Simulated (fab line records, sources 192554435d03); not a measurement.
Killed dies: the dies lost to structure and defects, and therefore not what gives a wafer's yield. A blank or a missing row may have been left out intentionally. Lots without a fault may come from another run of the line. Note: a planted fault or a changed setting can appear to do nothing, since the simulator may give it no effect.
Which tool did it? || flow n5 finfet || 36 wafers from 12 lots sampled at 3 of the route's 1938 steps

WHAT EACH GAUGE READ, for each wafer
N5_GATE_CUT_CD_MEAS_13: the cd target is 20 nm.
{"lot": "L075", "measured": "day 4 23:28", "on": "cd sem-02", "cd nm (nm)": "20.50 20.29 20.74"}
{"lot": "L077", "measured": "day 5 10:12", "on": "cd sem-02", "cd nm (nm)": "19.83 20.24 20.10"}
{"lot": "L079", "measured": "day 5 17:49", "on": "cd sem-03", "cd nm (nm)": "19.34 19.50 19.85"}
{"lot": "L081", "measured": "day 6 05:26", "on": "cd sem-03", "cd nm (nm)": "20.06 19.82 19.69"}
{"lot": "L083", "measured": "day 6 21:29", "on": "cd sem-01", "cd nm (nm)": "20.32 20.30 20.70"}
{"lot": "L085", "measured": "day 7 05:41", "on": "cd sem-03", "cd nm (nm)": "19.80 20.26 19.99"}
{"lot": "L087", "measured": "day 7 15:49", "on": "cd sem-03", "cd nm (nm)": "19.63 19.88 19.69"}
{"lot": "L089", "measured": "day 8 08:14", "on": "cd sem-03", "cd nm (nm)": "20.53 20.14 20.08"}
{"lot": "L091", "measured": "day 8 19:14", "on": "cd sem-03", "cd nm (nm)": "20.43 20.42 20.17"}
{"lot": "L093", "measured": "day 9 03:38", "on": "cd sem-03", "cd nm (nm)": "19.86 20.15 19.93"}
{"lot": "L095", "measured": "day 9 14:17", "on": "cd sem-02", "cd nm (nm)": "19.52 19.86 19.88"}
{"lot": "L097", "measured": "day 10 09:11", "on": "cd sem-03", "cd nm (nm)": "19.83 19.89 19.74"}

TOOL THAT RAN EACH LOT (tool first, then ch and the chambers of the sampled wafers, then the start)
{"lot": "L075", "N5_GATE_CUT_ETCHBACK_30": "rie metal-02 ch 0,1, day 4 19:49", "N5_GATE_CUT_VAPOR_ETCH_60": "rie metal-02 ch 0,1, day 4 19:51"}
{"lot": "L077", "N5_GATE_CUT_ETCHBACK_30": "rie metal-01 ch 0, day 5 06:48", "N5_GATE_CUT_VAPOR_ETCH_60": "rie metal-01 ch 0, day 5 06:52"}
{"lot": "L079", "N5_GATE_CUT_ETCHBACK_30": "rie metal-02 ch 0,1, day 5 14:17", "N5_GATE_CUT_VAPOR_ETCH_60": "rie metal-02 ch 0,1, day 5 14:19"}
{"lot": "L081", "N5_GATE_CUT_ETCHBACK_30": "rie metal-02 ch 0,1, day 6 02:07", "N5_GATE_CUT_VAPOR_ETCH_60": "rie metal-02 ch 0,1, day 6 02:08"}
{"lot": "L083", "N5_GATE_CUT_ETCHBACK_30": "rie metal-03 ch 1, day 6 17:59", "N5_GATE_CUT_VAPOR_ETCH_60": "rie metal-03 ch 1, day 6 18:02"}
{"lot": "L085", "N5_GATE_CUT_ETCHBACK_30": "rie metal-01 ch 0,1, day 7 02:17", "N5_GATE_CUT_VAPOR_ETCH_60": "rie metal-01 ch 0,1, day 7 02:19"}
{"lot": "L087", "N5_GATE_CUT_ETCHBACK_30": "rie metal-03 ch 0, day 7 12:23", "N5_GATE_CUT_VAPOR_ETCH_60": "rie metal-03 ch 0, day 7 12:26"}
{"lot": "L089", "N5_GATE_CUT_ETCHBACK_30": "rie metal-02 ch 0,1, day 8 04:53", "N5_GATE_CUT_VAPOR_ETCH_60": "rie metal-02 ch 0,1, day 8 04:55"}
{"lot": "L091", "N5_GATE_CUT_ETCHBACK_30": "rie metal-02 ch 0,1, day 8 15:33", "N5_GATE_CUT_VAPOR_ETCH_60": "rie metal-02 ch 0,1, day 8 15:35"}
{"lot": "L093", "N5_GATE_CUT_ETCHBACK_30": "rie metal-03 ch 0,1, day 9 00:12", "N5_GATE_CUT_VAPOR_ETCH_60": "rie metal-03 ch 0,1, day 9 00:14"}
{"lot": "L095", "N5_GATE_CUT_ETCHBACK_30": "rie metal-03 ch 0, day 9 10:45", "N5_GATE_CUT_VAPOR_ETCH_60": "rie metal-03 ch 0, day 9 10:49"}
{"lot": "L097", "N5_GATE_CUT_ETCHBACK_30": "rie metal-02 ch 0,1, day 10 05:42", "N5_GATE_CUT_VAPOR_ETCH_60": "rie metal-02 ch 0,1, day 10 05:44"}
- N5_GATE_CUT_ETCHBACK_30: etches TiN in Cl2/Ar, target depth 3 nm.
- N5_GATE_CUT_VAPOR_ETCH_60: etches HfO2 in BCl3/Cl2.

THE ANSWER, worked out from the rows above alone
Rule: the lots themselves supply what counts as usual. Put in order of their means at a reading, lots are off if they are a third of the lots or fewer, leave a main group of 4 or more, and stand apart from it by a gap of 3 or more times the standard deviation of the main group's means; of several such gaps the widest counts. The tables above print the reading to a certain number of digits; a main group whose means all agree to those digits is not used. Also off: a lot with no number at a reading for which 4 or more lots have one. Any other lot the step has rows for is counted as sound.
Nothing can be told from this: no lot is off at any reading shown.

WHAT THE SIMULATOR HAD INSERTED
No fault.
